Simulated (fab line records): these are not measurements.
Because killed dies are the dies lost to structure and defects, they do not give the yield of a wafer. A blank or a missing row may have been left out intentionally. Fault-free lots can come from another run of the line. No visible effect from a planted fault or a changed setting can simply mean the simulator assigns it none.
Which of the tools did it? + flow nandHarc + 6 lots with 18 wafers sampled at 4 steps, on a route of 1302 steps

== WHAT THE GAUGES READ, wafer by wafer ==
NHARC_END_SORT_01.
| lot  | measured     | on        | killedOpen |
|------|--------------|-----------|------------|
| L521 | day 25 12:58 | prober-02 | 4 3 2      |
| L531 | day 29 11:12 | prober-02 | 3 4 4      |
| L540 | day 33 03:29 | prober-01 | 2 3 5      |

== EACH LOT AND THE TOOL THAT RAN IT (in order: tool; ch and the chambers of the sampled wafers; start) ==
| lot  | NHARC_A_BONDPAD_STRIP_15          | NHARC_THIN_TSV_CMP_01         | NHARC_THIN_TSV_STRIP_62             |
|------|-----------------------------------|-------------------------------|-------------------------------------|
| L520 | rieDiel-04 ch 0,3, day 23 21:40   | cmp-04 ch 0,2,3, day 24 11:14 | plasmaAsher-02 ch 0,1, day 24 15:08 |
| L521 | rieDiel-02 ch 1,2,3, day 24 03:23 | cmp-04 ch 0,1,2, day 24 17:56 | plasmaAsher-02 ch 0,1, day 24 21:49 |
| L531 | rieDiel-02 ch 0,1,2, day 28 05:47 | cmp-02 ch 0,2,3, day 28 18:52 | plasmaAsher-02 ch 0,1, day 28 22:37 |
| L534 | rieDiel-02 ch 1,2, day 29 13:02   | cmp-04 ch 1,2,3, day 30 02:32 | plasmaAsher-02 ch 0,1, day 30 06:26 |
| L539 | rieDiel-04 ch 1,2,3, day 31 08:19 | cmp-04 ch 0,1,3, day 32 01:13 | plasmaAsher-02 ch 0,1, day 32 05:10 |
| L540 | rieDiel-04 ch 1,3, day 31 21:53   | cmp-02 ch 0,1,3, day 32 12:26 | plasmaAsher-01 ch 1, day 32 16:21   |
- NHARC_A_BONDPAD_STRIP_15: strips in O2.
- NHARC_THIN_TSV_CMP_01: polishes.
- NHARC_THIN_TSV_STRIP_62: strips in N2/H2, time 20 s.

== THE ANSWER, worked out from the rows above alone ==
Rule: what is usual is taken from the lots themselves. Put in order of their means at a reading, lots are off if they are a third of the lots or fewer, leave a main group of 4 or more, and stand apart from it by a gap of 3 or more times the standard deviation of the main group's means; of several such gaps the widest counts. A main group is skipped when, at the precision printed for the reading in the tables above, its means are all equal. Also off: a lot with no number at a reading for which 4 or more lots have one. All remaining lots with rows at the step are treated as sound.
None of the lots is off at any reading shown; this tells nothing.

== WHAT THE SIMULATOR PUT IN ==
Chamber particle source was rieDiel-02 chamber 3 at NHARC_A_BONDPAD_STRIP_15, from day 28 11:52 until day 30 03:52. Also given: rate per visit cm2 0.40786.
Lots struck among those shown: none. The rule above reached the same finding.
